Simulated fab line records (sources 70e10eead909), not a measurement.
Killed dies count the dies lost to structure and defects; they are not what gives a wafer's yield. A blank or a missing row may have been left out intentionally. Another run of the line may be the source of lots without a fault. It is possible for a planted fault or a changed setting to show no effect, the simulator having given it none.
A lot that was struck, set against a sound lot -- flow nand-harc -- 14 out of 1302 route steps
Sound: the wafers L704.1, L704.2, L704.4. Wafers struck: L713.1, L713.4, L713.6. The cause comes at the end.
For every step that has rows: the tool of each side, followed by ch and its chambers, followed by its first start. Under that, the readings that differ: sound wafers -- struck wafers -- difference of the means -- sigmas: that difference in standard deviations of wafers without a fault.
alike: a reading whose means differ by less than 2 such deviations, as well as words and numbers matching on both sides. not compared: withheld readings; readings where some wafer has no value; bounds like >300 that might hide an equal value; numbers whose values overlap and for which the record gives no deviation.
A row with sigmas, a row that says differs or no value, or rows on one side alone: a step with any of these is where the two part. Numbers that don't overlap but have no deviation are shown without sigmas and don't part them. Lack of a reading on every wafer of one side parts them only where that side has two or more wafers.

first, 1 step without rows for these wafers: NHARC_A_M0_DEVELOP_08 (develop time 35 s).
NHARC_A_M0_CD_MEAS_09 targets a cd of 80 nm.
  sound on cd-sem-01 ch 0, day 26 16:05; struck on cd-sem-02 ch 0, day 30 09:28
reading,sound,struck,difference,sigmas
cd-nm (nm),78.7 79.0 78.7,80.8 80.9 79.9,+1.7,+3
NHARC_A_M0_OVL_MEAS_10: pitch 160 nm.
  sound on overlay-02, day 26 16:11; struck on overlay-02, day 30 09:32
reading,sound,struck,difference,sigmas
overlay-y-nm (nm),-1.1 -1.5 -1.5,1.9 2.1 1.4,+3.2,+3
  alike: overlay-x-nm
NHARC_A_M0_INSPECT_11:
  sound on defect-inspect-01, day 26 16:13; struck on defect-inspect-01, day 30 09:35
  alike: raw-defect-count
NHARC_A_M0_DESCUM_14: chemistry O2, time 3 s.
  sound on rie-diel-02 ch 1,2,3, day 26 16:17; struck on rie-diel-01 ch 0,2, day 30 09:39
  alike: drypump-motor-current-A, oes-product-au, rf-vpp-V, showerhead-plenum-p-Torr, throttle-valve-pct
  not compared: rf-hours-counter-h
NHARC_A_M0_ETCH_34: etches the open film in N2/H2, target depth 40 nm, overetch 12 nm, time 43.94 s.
  sound on rie-diel-02 ch 0,1,3, day 26 16:22; struck on rie-diel-01 ch 0,1,2, day 30 09:44
  alike: drypump-motor-current-A, oes-product-au, rf-vpp-V, showerhead-plenum-p-Torr, throttle-valve-pct
  not compared: rf-hours-counter-h
NHARC_A_M0_ETCH_15: etches the open film in C4F8/Ar, target depth 150 nm, overetch 15 nm, time 82.5 s.
  sound on rie-diel-02 ch 1,2,3; struck on rie-diel-01 ch 0,2,3
  alike: oes-product-au, rf-vpp-V
  not compared: rf-hours-counter-h
NHARC_A_M0_CD_MEAS_16:
  sound on cd-sem-03, day 26 16:35; struck on cd-sem-03, day 30 09:56
  alike: cd-nm
then, 2 steps without rows for these wafers: NHARC_A_M0_STRIP_18 (strips in N2/H2); NHARC_A_M0_STRIP_19 (strips in post etch residue remover, time 600 s).
NHARC_A_M0_DEGAS_28: time 60 s.
  sound on pvd-sputter-01, day 26 17:12; struck on pvd-sputter-03, day 30 10:34
  alike: heater-power-w
then, 1 step without rows for these wafers: NHARC_A_M0_PRE_CLEAN_29 (time 30 s).
NHARC_A_M0_PVD_20: deposits TaN, target thk 5 nm, time 8.06 s.
  sound on pvd-sputter-01, day 26 17:19; struck on pvd-sputter-03, day 30 10:42
  no value came back on the struck wafers for bias-v (V), cathode-dc-power-W (W), throttle-valve-pct (%); on the sound wafers bias-v (V) reads 169.5 169.9 167.3
NHARC_A_M0_PVD_21: deposits Cu, target thk 30 nm, time 20.49 s.
  sound on pvd-sputter-01; struck on pvd-sputter-03
  alike: cathode-dc-power-W, chamber-pressure-pa, throttle-valve-pct

WHERE THEY PART
Earliest at NHARC_A_M0_CD_MEAS_09; latest, in this record, at NHARC_A_M0_PVD_20. Later steps at which nothing parts them and some readings are alike: NHARC_A_M0_PVD_21.

WHY: what had been put in by the simulator
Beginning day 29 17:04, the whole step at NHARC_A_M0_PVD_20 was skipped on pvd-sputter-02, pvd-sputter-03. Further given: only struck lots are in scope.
